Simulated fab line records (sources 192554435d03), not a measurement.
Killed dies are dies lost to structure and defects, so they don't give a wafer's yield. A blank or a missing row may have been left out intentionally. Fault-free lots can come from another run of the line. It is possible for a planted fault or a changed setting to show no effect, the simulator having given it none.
Matching of chambers    flow n5-finfet    4 sister chambers for N5_BEOL_M0_CUTY_ETCH_63 on rie-diel-05
The step etches SOC in N2/H2, target depth 82.7 nm, overetch 16.5 nm, time 124 s. 4 wafers are shown with their chamber, then 9 later ones without.

WAFERS WITH THEIR CHAMBER
wafer   chamber  drypump-motor-current-A (A)
L086.2  0        6.4
L086.3  3        5.6
L086.5  1        4.7
L086.6  2        5.9

WAFERS WHOSE CHAMBER IS MISSING
wafer   drypump-motor-current-A (A)
L092.1  5.7
L092.2  4.8
L092.3  6.4
L092.4  5.9
L092.5  6.4
L092.6  5.7
L097.2  5.9
L097.3  6.4
L097.5  5.8

WHICH CHAMBER EACH WENT THROUGH
wafer   from the rows above      in truth
L092.1  can't be placed: 3 or 2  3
L092.2  1                        1
L092.3  0                        0
L092.4  2                        2
L092.5  0                        0
L092.6  can't be placed: 3 or 2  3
L097.2  2                        2
L097.3  0                        0
L097.5  can't be placed: 2 or 3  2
Correct placement for 6 of the 9. From these rows, 3 cannot be placed; in 3 the true chamber is one of the candidates. Placed wrongly: 0.
How it was worked out, from the rows above alone: a wafer's distance from a chamber is the root of the sum, over the readings, of the square of ((its reading less the chamber's mean) divided by the reading's scatter). If the next closest chamber is less than 2 further off than the closest, the wafer can't be placed; otherwise it belongs to the closest. A chamber's mean is the mean of its shown wafers. The scatter: with one shown wafer a chamber, the root of the mean of the squares of how far each hidden wafer lies from its nearest shown one.
